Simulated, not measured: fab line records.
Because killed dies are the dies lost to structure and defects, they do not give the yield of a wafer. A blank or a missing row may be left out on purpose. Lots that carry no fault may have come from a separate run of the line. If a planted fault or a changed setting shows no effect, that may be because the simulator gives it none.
One fault seen from 3 desks ; flow n5-finfet ; what lay behind the numbers comes last; until then each desk has only its own

AT THE METROLOGY DESK
Lot by lot, what the gauges showed, no matter which tool ran the lot: averages of those sampled wafers that carry a number. The brackets show how far a lot's mean lies from the usual mean; more than 4 standard deviations puts the lot out of limits, marked OUT. Readings shown: 7 of its 10, picked as those furthest out on some lot.
Columns: A = DIBL_P at N5_BEOL_M4_RC_MEAS_101, usual 36.2 mV/V; B = IOFF_N at N5_BEOL_M4_RC_MEAS_101, usual 0.154 nA/um; C = IOFF_P at N5_BEOL_M4_RC_MEAS_101, usual 0.21 nA/um; D = SS_N at N5_BEOL_M4_RC_MEAS_101, usual 71.4 mV/dec; E = SS_P at N5_BEOL_M4_RC_MEAS_101, usual 73.2 mV/dec; F = VT_N at N5_BEOL_M4_RC_MEAS_101, usual 250.2 mV; G = VT_P at N5_BEOL_M4_RC_MEAS_101, usual -251 mV
lot;first seen here;A;B;C;D;E;F;G
L987;day 9 00:48;35.5;0.156;0.26;71.0;73.5;250.7;-243
L990;day 11 04:26;34.3;0.132;0.18;70.7;72.9;252.4;-254
L992;day 11 22:34;38.7;0.164;0.20;71.4;73.6;249.9;-251
L994;day 12 05:21;36.4;0.141;0.19;71.7;73.0;251.7;-253
L989;day 13 19:13;37.6;0.175;0.23;71.9;73.6;247.9;-251
L102;day 13 22:02;35.4;0.145;0.23;70.9;73.1;248.8;-247
L105;day 15 03:25;37.4;0.191;0.24;71.9;73.8;248.1;-248
L106;day 15 04:00;33.5;0.128;0.19;70.7;72.6;255.1;-252
L109;day 15 08:19;36.4;0.166;0.25;71.3;73.6;250.2;-245
L110;day 15 11:02;37.1;0.162;0.22;71.7;73.2;251.0;-251
This desk's verdict: no lot among the 10 shows anything out of limits.

AT THE TOOL OWNER'S DESK: litho-track-04
The tool's own readings at N5_MOL_CONTACT_COAG_COAT_58 (time 60 s, resist thk 10 nm): means of the sampled wafers that have a number, for each lot that ran on this tool. The brackets show how far a lot's mean lies from the usual mean; more than 4 standard deviations puts the lot out of limits, marked OUT.
Columns: A = heater-power-total-W at N5_MOL_CONTACT_COAG_COAT_58, usual 391.8 W; B = plate-temp-C at N5_MOL_CONTACT_COAG_COAT_58, usual 205.00 C
lot;first seen here;A;B
L994;day 6 10:23;391.3;204.96
L102;day 8 16:02;393.2;205.01
L105;day 9 04:58;381.8 (-7.1) OUT;200.48 (-27) OUT
L106;day 9 13:42;380.2 (-8.3) OUT;200.55 (-26) OUT
L109;day 10 05:57;382.1 (-6.9) OUT;200.75 (-25) OUT
This desk finds L105, L106, L109 out of limits, L105 being first, at day 9 04:58 (heater-power-total-W at N5_MOL_CONTACT_COAG_COAT_58). In limits: L994, L102.

THE DEFECT DESK
Counts from the inspections along the route, per lot, as means over the sampled wafers that have a number. The brackets show how far a lot's mean lies from the usual mean; more than 4 standard deviations puts the lot out of limits, marked OUT.
Columns: A = raw-defect-count at N5_GATE_CUT_INSPECT_26, usual 42
lot;first seen here;A
L987;day 5 05:10;59
L989;day 5 07:26;35
L990;day 5 21:53;41
L992;day 6 07:23;40
L994;day 6 10:22;40
L102;day 8 16:00;24
L105;day 9 04:55;49
L106;day 9 13:40;34
L109;day 10 05:55;34
L110;day 10 09:57;59
This desk's verdict: no lot among the 10 shows anything out of limits.

ALL TOGETHER
On L105, L106, L109, at day 9 04:58, an alarm was possible from the tool owner's desk.
Metrology desk: nothing out of limits seen.
The defect desk saw nothing out of limits.
The metrology desk holds a record of L105, L106, L109, inside its limits.
The defect desk has L105, L106, L109 on record, within its limits.
Of the lots named, all ran N5_MOL_CONTACT_COAG_COAT_58 on litho-track-04.

WHAT THE SIMULATOR HAD INSERTED
Process parameters drifting: litho-track-04 at N5_MOL_CONTACT_COAG_COAT_58, beginning at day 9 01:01. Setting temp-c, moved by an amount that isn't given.
Lots struck among those shown: L105, L106, L109.
Each desk's first reading out of limits, in hours after the fault started: the tool owner's desk, 4.
